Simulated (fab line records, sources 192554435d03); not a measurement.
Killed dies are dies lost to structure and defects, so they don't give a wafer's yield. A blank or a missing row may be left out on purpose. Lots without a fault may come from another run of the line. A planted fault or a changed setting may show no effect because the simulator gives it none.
Chamber matching | flow n5_finfet | N5_BEOL_M8_ALD_77 on ald_metal-03: 4 sister chambers
The step deposits TaN, target thk 2 nm, pulse time 2 s, purge time 3 s. 8 wafers are shown with their chamber, then 8 later ones without.

WAFERS WITH THEIR CHAMBER
wafer  | chamber | heater_power_w (W)
L744.3 | 0       | 440
L744.4 | 1       | 443
L746.1 | 1       | 424
L746.4 | 0       | 445
L755.1 | 2       | 349
L755.2 | 3       | 414
L755.6 | 3       | 417
L758.3 | 2       | 369

WAFERS WITHOUT THEIR CHAMBER
wafer  | heater_power_w (W)
L758.4 | 436
L758.5 | 371
L759.2 | 364
L759.4 | 437
L759.6 | 432
L765.2 | 437
L765.3 | 438
L765.4 | 416

WHICH CHAMBER EACH WENT THROUGH
wafer  | from the rows above          | in truth
L758.4 | can't be placed: 1 or 0 or 3 | 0
L758.5 | 2                            | 2
L759.2 | 2                            | 2
L759.4 | can't be placed: 1 or 0 or 3 | 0
L759.6 | can't be placed: 1 or 0 or 3 | 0
L765.2 | can't be placed: 1 or 0 or 3 | 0
L765.3 | can't be placed: 0 or 1 or 3 | 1
L765.4 | can't be placed: 3 or 1      | 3
Placed correctly: 2 of 8. Can't be placed from these rows: 6 (the true chamber is among the candidates in 6). Placed wrongly: 0.
How it was worked out, from the rows above alone: a wafer's distance from a chamber is the root of the sum, over the readings, of the square of ((its reading less the chamber's mean) divided by the reading's scatter). The wafer belongs to the nearest chamber; if the next one is less than 2 further off, it can't be placed. A chamber's mean is the mean of its shown wafers. The scatter: the root of (the sum of the squares of (reading less its chamber's mean) over the shown wafers, divided by (wafers less chambers)).
